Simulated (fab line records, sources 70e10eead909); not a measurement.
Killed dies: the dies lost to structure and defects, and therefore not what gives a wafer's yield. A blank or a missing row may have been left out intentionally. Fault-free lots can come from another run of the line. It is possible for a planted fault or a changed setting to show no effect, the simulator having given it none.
Chamber matching    flow nand_harc    4 sister chambers for NHARC_A_M0_ETCH_34 on rie_diel-01
The step etches the open film in N2/H2, target depth 40 nm, overetch 12 nm, time 43.94 s. 4 wafers are shown with their chamber, then 8 later ones without.

## WAFERS WITH THEIR CHAMBER
wafer   chamber  showerhead_plenum_p_Torr (Torr)
L078.2  2        1.94
L085.1  3        1.98
L085.4  0        1.90
L089.1  1        2.17

## WAFERS WHOSE CHAMBER IS MISSING
wafer   showerhead_plenum_p_Torr (Torr)
L089.2  1.98
L089.5  1.90
L094.1  2.16
L094.2  1.90
L094.6  1.98
L097.1  2.16
L097.2  1.94
L097.4  1.90

## THE CHAMBER EACH PASSED THROUGH
wafer   from the rows above  in truth
L089.2  3                    3
L089.5  0                    0
L094.1  1                    1
L094.2  0                    0
L094.6  3                    3
L097.1  1                    1
L097.2  2                    2
L097.4  0                    0
Correct placement for 8 of the 8. Number that these rows cannot place: 0. Placed wrongly: 0.
How it was worked out, from the rows above alone: a wafer's distance from a chamber is the root of the sum, over the readings, of the square of ((its reading less the chamber's mean) divided by the reading's scatter). If the next closest chamber is less than 2 further off than the closest, the wafer can't be placed; otherwise it belongs to the closest. A chamber's mean is the mean of its shown wafers. The scatter: root of mean squared gap, hidden wafer to nearest shown wafer, with one shown wafer a chamber.
